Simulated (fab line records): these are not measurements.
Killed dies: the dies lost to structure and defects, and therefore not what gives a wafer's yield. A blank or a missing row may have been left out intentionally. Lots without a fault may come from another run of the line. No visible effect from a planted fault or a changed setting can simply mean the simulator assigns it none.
A struck lot beside a sound one :: flow nand-harc :: 15 steps out of a route of 1302
Sound: wafers L640.1, L640.2, L640.5. Struck: wafers L653.1, L653.5 (left out: L653.6, a lot-mate that was not struck); the cause follows at the end.
At each step with rows: each side's tool, then ch and its chambers, then its first start. Under that, the readings that differ: sound wafers :: struck wafers :: difference of the means :: sigmas: that difference in standard deviations of wafers without a fault.
alike: a reading whose means differ by less than 2 such deviations, as well as words and numbers matching on both sides. not compared: withheld readings; readings where some wafer has no value; bounds like >300 that might hide an equal value; numbers whose values overlap and for which the record gives no deviation.
Wherever a step has rows on one side only, a row that says differs or no value, or a row with sigmas, the two part there. When numbers do not overlap yet have no deviation, they are printed without sigmas and do not part them. A reading missing from all wafers of one side parts the sides only when that side holds two or more wafers.

first, 1 step without rows for these wafers: NHARC_A_CHANNEL_HOLE_D2_STRIP_43 (strips in O2/COS).
NHARC_A_CHANNEL_HOLE_D2_ETCH_44: etches the open film in CF4/O2, target depth 140 nm, overetch 14 nm, time 77 s.
  sound on rie-diel-01 ch 0,3, day 16 06:18; struck on rie-diel-01 ch 0, day 21 09:02
  alike: drypump-motor-current-A, o2-flow-sccm, oes_ar_750_au, oes-product-au, rf-vpp-V, showerhead-plenum-p-Torr, throttle-valve-pct
  not compared: rf-hours-counter-h
NHARC_A_CHANNEL_HOLE_D2_STRIP_28: strips in O2.
  sound: rie-diel-01 ch 1,2; struck: rie-diel-01 ch 0,3
  alike: drypump-motor-current-A, o2-flow-sccm, oes-product-au, rf-vpp-V, showerhead-plenum-p-Torr, throttle-valve-pct
  not compared: rf-hours-counter-h
then, 2 steps without rows for these wafers: NHARC_A_CHANNEL_HOLE_D2_PRECLEAN_29 (cleans in SC1); NHARC_A_CHANNEL_HOLE_D2_SRD_30.
NHARC_A_CHANNEL_HOLE_D2_CD_MEAS_31:
  sound on cd-sem-01 at day 16 07:07; struck on cd-sem-03 at day 21 09:49
  alike: cd-nm
NHARC_A_CHANNEL_HOLE_D2_XSEM_32:
  sound on xsem-02 ch 0, day 16 07:12; struck on xsem-02 ch 0, day 21 09:55
  alike: bot-cd-nm, bow-nm, tilt-deg
NHARC_A_CHANNEL_HOLE_D2_INSPECT_40:
  sound on defect-inspect-02 at day 16 07:18; struck on defect-inspect-01 at day 21 10:01
  alike: raw-defect-count
then, 3 steps without rows for these wafers: NHARC_A_CHANNEL_FILL_D2_PRECLEAN_00 (cleans in SC1); NHARC_A_CHANNEL_FILL_D2_SRD_01; NHARC_A_CHANNEL_FILL_D2_ALD_02 (deposits SiO2, target thk 6 nm, pulse time 10 s, ald cycles 60).
NHARC_A_CHANNEL_FILL_D2_ALD_03: deposits SiNx, target thk 6 nm, pulse time 60 s, ald cycles 58.
  sound: ald-sin-batch-01 ch 0; struck: ald-sin-batch-01 ch 0
reading: chamber-pressure-Torr (Torr)
sound: 2.015 2.012 2.009
struck: 1.999 2.003
difference: -0.011
sigmas: -2
  alike: precursor-pulse-height-rel, susceptor-temp-C
  not compared: ald-cycles
NHARC_A_CHANNEL_FILL_D2_ALD_14: deposits SiO2, target thk 2.5 nm, pulse time 10 s, ald cycles 25.
  sound on ald-hk-03 ch 0,1, day 16 14:34; struck on ald-hk-03 ch 0,1, day 21 19:34
reading: ald-cycles
sound: 25 25 25
struck: 28 28
difference: +3
sigmas: 
  alike: heater-power-outer-w, heater-power-w, precursor-pulse-height-rel, susceptor-temp-C
NHARC_A_CHANNEL_FILL_D2_ALD_15: deposits SiNx, target thk 2 nm, pulse time 60 s, ald cycles 19.
  sound: ald-sin-batch-02 ch 0; struck: ald-sin-batch-01 ch 0
  alike: chamber-pressure-Torr, precursor-pulse-height-rel
  not compared: ald-cycles, susceptor-temp-C
-- record jumps: 11 days between struck wafers' starts before vs after; left off in module A_CHANNEL_FILL_D2, resumes in module END, first step shown is number 1302 of the route --
NHARC_END_SORT_01:
  here the record holds rows for the struck wafers (prober-01 ch 0, day 32 20:27) but none for the sound ones

WHERE THEY PART
First at NHARC_A_CHANNEL_FILL_D2_ALD_03; last, within this record, at NHARC_END_SORT_01.

WHY: what had been put in by the simulator
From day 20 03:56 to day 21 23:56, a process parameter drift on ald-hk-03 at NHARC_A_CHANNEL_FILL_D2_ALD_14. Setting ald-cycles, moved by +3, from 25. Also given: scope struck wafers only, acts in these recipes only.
